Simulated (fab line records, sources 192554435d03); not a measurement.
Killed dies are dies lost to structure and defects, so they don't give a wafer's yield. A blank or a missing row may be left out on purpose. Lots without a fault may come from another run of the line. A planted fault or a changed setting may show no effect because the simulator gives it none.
Which tool did it? | flow n5_finfet | 15 lots, 45 wafers sampled, at 3 steps of a route of 1938

WHAT THE GAUGES READ, wafer by wafer
N5_BEOL_M13_RS_MEAS_54: measures by four-point-probe.
lot  | measured     | on            | M13_RS (ohm/sq)
L355 | day 11 01:17 | film_metro-01 | 0.0448 0.0455 0.0447
L357 | day 11 13:50 | film_metro-01 | 0.0452 0.0454 0.0447
L356 | day 11 23:26 | film_metro-02 | 0.0453 0.0453 0.0456
L360 | day 12 04:49 | film_metro-01 | 0.0443 0.0455 0.0437
L364 | day 13 05:11 | film_metro-02 | 0.0450 0.0445 0.0465
L366 | day 13 13:22 | film_metro-02 | 0.0455 0.0446 0.0448
L369 | day 14 09:16 | film_metro-01 | 0.0446 0.0442 0.0450
L368 | day 14 12:56 | film_metro-02 | 0.0452 0.0447 0.0450
L367 | day 14 15:28 | film_metro-01 | 0.0460 0.0443 0.0446
L370 | day 14 17:25 | film_metro-02 | 0.0453 0.0457 0.0442
L372 | day 15 11:13 | film_metro-01 | 0.0450 0.0440 0.0454
L373 | day 16 00:25 | film_metro-01 | 0.0442 0.0445 0.0448
L374 | day 16 04:37 | film_metro-01 | 0.0440 0.0448 0.0455
L376 | day 16 10:17 | film_metro-02 | 0.0452 0.0440 0.0451
L378 | day 17 09:37 | film_metro-01 | 0.0458 0.0446 0.0444

N5_BEOL_M14_CD_MEAS_17: target cd 250 nm.
lot  | measured     | on        | cd_nm (nm)
L355 | day 11 02:48 | cd_sem-02 | 253.9 250.6 254.9
L357 | day 11 14:55 | cd_sem-03 | 253.0 250.6 249.0
L356 | day 12 00:31 | cd_sem-02 | 254.7 253.1 254.5
L360 | day 12 06:05 | cd_sem-02 | 253.4 252.0 248.3
L364 | day 13 06:31 | cd_sem-03 | 250.0 248.9 251.1
L366 | day 13 14:34 | cd_sem-03 | 252.2 251.0 252.4
L369 | day 14 10:29 | cd_sem-03 | 250.9 250.0 249.8
L368 | day 14 14:09 | cd_sem-03 | 254.4 253.6 251.5
L367 | day 14 16:35 | cd_sem-02 | 251.3 253.3 250.6
L370 | day 14 18:37 | cd_sem-03 | 250.6 251.4 250.9
L372 | day 15 12:25 | cd_sem-02 | 250.7 251.8 250.9
L373 | day 16 01:39 | cd_sem-01 | 251.3 252.0 249.9
L374 | day 16 06:19 | cd_sem-01 | 251.6 252.8 254.1
L376 | day 16 11:23 | cd_sem-03 | 252.4 251.8 252.0
L378 | day 17 11:04 | cd_sem-03 | 255.1 252.7 253.9

WHICH TOOL RAN EACH LOT (tool, then ch and the chambers of the sampled wafers, then the start)
lot  | N5_BEOL_M14_STRIP_63
L355 | rie_diel-04 ch 0,1,2, day 11 02:48 or earlier
L357 | rie_diel-02 ch 0,2, day 11 14:55 or earlier
L356 | rie_diel-02 ch 0,2, day 12 00:31 or earlier
L360 | rie_diel-02 ch 1,2, day 12 06:05 or earlier
L364 | rie_diel-05 ch 0,1,3, day 13 06:31 or earlier
L366 | rie_diel-04 ch 0,3, day 13 14:34 or earlier
L369 | rie_diel-02 ch 0,1, day 14 10:29 or earlier
L368 | rie_diel-05 ch 0,2,3, day 14 14:09 or earlier
L367 | rie_diel-02 ch 0,1, day 14 16:35 or earlier
L370 | rie_diel-04 ch 1,2,3, day 14 18:37 or earlier
L372 | rie_diel-05 ch 0,1,3, day 15 12:25 or earlier
L373 | rie_diel-04 ch 1,2, day 16 01:39 or earlier
L374 | rie_diel-04 ch 0,1,2, day 16 06:19 or earlier
L376 | rie_diel-02 ch 2,3, day 16 11:23 or earlier
L378 | rie_diel-05 ch 0,1, day 17 11:04 or earlier
- N5_BEOL_M14_STRIP_63: strips in O2.

WHAT THE TOOLS THEMSELVES READ (means of the sampled wafers that have a number; where no wafer has one, the mark that the record gives instead)
N5_BEOL_M14_STRIP_63.
lot  | tool        | chamber_pressure_mTorr (mTorr) | drypump_motor_current_A (A) | oes_product_au (a.u.) | rf_vpp_V (V) | showerhead_plenum_p_Torr (Torr) | throttle_valve_pct (%)
L355 | rie_diel-04 | 30.02                          | 5.3                         | 0.75                  | 3.7          | 2.06                            | 16.78
L357 | rie_diel-02 | 30.05                          | 5.8                         | 0.68                  | 3.5          | 2.03                            | 16.78
L356 | rie_diel-02 | 30.03                          | 5.8                         | 0.69                  | 3.0          | 2.09                            | 16.80
L360 | rie_diel-02 | 30.06                          | 5.3                         | 0.79                  | 2.4          | 2.14                            | 16.62
L364 | rie_diel-05 | 30.03                          | 5.4                         | 0.76                  | 3.9          | 2.09                            | 16.51
L366 | rie_diel-04 | 30.00                          | 5.7                         | 0.67                  | 3.2          | 1.96                            | 16.75
L369 | rie_diel-02 | 30.00                          | 5.2                         | 0.76                  | 3.4          | 2.08                            | 16.61
L368 | rie_diel-05 | 29.97                          | 5.5                         | 0.75                  | 2.8          | 2.15                            | 16.56
L367 | rie_diel-02 | 30.03                          | 5.5                         | 0.72                  | 3.3          | 2.02                            | 16.72
L370 | rie_diel-04 | 30.02                          | 5.2                         | 0.81                  | 3.4          | 2.05                            | 16.63
L372 | rie_diel-05 | 29.93                          | 5.4                         | 0.76                  | 3.3          | 2.08                            | 16.55
L373 | rie_diel-04 | 30.01                          | 5.0                         | 0.84                  | 4.2          | 2.06                            | 16.66
L374 | rie_diel-04 | 29.98                          | 5.3                         | 0.88                  | 3.2          | 2.13                            | 16.51
L376 | rie_diel-02 | 30.00                          | 5.6                         | 0.86                  | 3.5          | 2.11                            | 16.57
L378 | rie_diel-05 | 29.98                          | 5.3                         | 0.91                  | 3.7          | 2.18                            | 16.33

THE ANSWER, worked out from the rows above alone
Rule: what is usual is taken from the lots themselves. Put in order of their means at a reading, lots are off if they are a third of the lots or fewer, leave a main group of 4 or more, and stand apart from it by a gap of 3 or more times the standard deviation of the main group's means; of several such gaps the widest counts. A main group whose means are all the same, to the digits that the tables above print for the reading, isn't used. A lot without any number at a reading at which 4 lots or more have one is off too. The other lots that the step has rows for count as sound. The gauges are gone through in route order, then the tools' own readings, and for those a lot's mean is taken as printed above. The first step at which some lot is off is used, and at that step the reading that is off furthest; a lot without a number counts as furthest.
No lot is off at any reading shown: from this, nothing can be told.

WHAT THE SIMULATOR HAD PUT IN
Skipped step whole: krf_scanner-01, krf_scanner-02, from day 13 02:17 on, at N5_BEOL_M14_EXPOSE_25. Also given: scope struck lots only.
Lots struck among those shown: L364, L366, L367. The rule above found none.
